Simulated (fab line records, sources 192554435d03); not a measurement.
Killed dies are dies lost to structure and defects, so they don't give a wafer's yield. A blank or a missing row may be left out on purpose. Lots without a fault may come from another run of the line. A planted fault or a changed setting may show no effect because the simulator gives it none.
Chamber matching | flow n5_finfet | N5_HKMG_FIN_ETCH_67 on rie_diel-01: 4 sister chambers
The step etches SOC in N2/H2, stops on TiN, target depth 388.9 nm. 16 wafers are shown with their chamber, then 8 later ones without.

WAFERS WITH THEIR CHAMBER
wafer  | chamber | drypump_motor_current_A (A) | showerhead_plenum_p_Torr (Torr) | oes_product_au (a.u.)
L075.2 | 1       | 5.2                         | 2.60                            | 0.91
L075.4 | 2       | 5.0                         | 2.63                            | 0.75
L075.6 | 2       | 5.0                         | 2.63                            | 0.75
L077.1 | 2       | 4.9                         | 2.63                            | 0.75
L077.3 | 0       | 6.4                         | 2.59                            | 0.81
L077.6 | 0       | 6.4                         | 2.59                            | 0.82
L082.1 | 2       | 5.0                         | 2.62                            | 0.74
L082.2 | 0       | 6.4                         | 2.59                            | 0.80
L082.4 | 1       | 5.3                         | 2.60                            | 0.87
L083.1 | 0       | 6.4                         | 2.59                            | 0.81
L083.2 | 3       | 5.4                         | 2.64                            | 0.72
L083.4 | 1       | 5.3                         | 2.60                            | 0.88
L090.1 | 2       | 5.0                         | 2.62                            | 0.73
L090.4 | 2       | 5.0                         | 2.62                            | 0.73
L090.5 | 3       | 5.3                         | 2.63                            | 0.71
L089.2 | 3       | 5.3                         | 2.63                            | 0.71

SIGNATURES (means of the wafers above)
reading                  | chamber 0 | chamber 1 | chamber 2 | chamber 3 | scatter within a chamber
drypump_motor_current_A  | 6.400     | 5.267     | 4.983     | 5.333     | 0.0425
showerhead_plenum_p_Torr | 2.5900    | 2.6000    | 2.6250    | 2.6333    | 0.00425
oes_product_au           | 0.8100    | 0.8867    | 0.7417    | 0.7133    | 0.0116
Rule: a wafer's distance from a chamber is the root of the sum, over the readings, of the square of ((its reading less the chamber's mean) divided by the reading's scatter). The wafer belongs to the nearest chamber; if the next one is less than 2 further off, it can't be placed. The scatter: the root of (the sum of the squares of (reading less its chamber's mean) over the shown wafers, divided by (wafers less chambers)).

WAFERS WITHOUT THEIR CHAMBER
wafer  | drypump_motor_current_A (A) | showerhead_plenum_p_Torr (Torr) | oes_product_au (a.u.)
L089.3 | 4.9                         | 2.62                            | 0.73
L089.4 | 5.2                         | 2.59                            | 0.85
L094.1 | 6.4                         | 2.58                            | 0.78
L094.2 | 5.2                         | 2.58                            | 0.83
L094.5 | 5.2                         | 2.59                            | 0.84
L097.2 | 6.4                         | 2.58                            | 0.77
L097.4 | 4.9                         | 2.61                            | 0.71
L097.5 | 5.0                         | 2.61                            | 0.71

WHICH CHAMBER EACH WENT THROUGH
wafer  | from the rows above | in truth
L089.3 | 2                   | 2
L089.4 | 1                   | 1
L094.1 | 0                   | 0
L094.2 | 1                   | 1
L094.5 | 1                   | 1
L097.2 | 0                   | 0
L097.4 | 2                   | 2
L097.5 | 2                   | 2
Placed correctly: 8 of 8. Can't be placed from these rows: 0. Placed wrongly: 0.
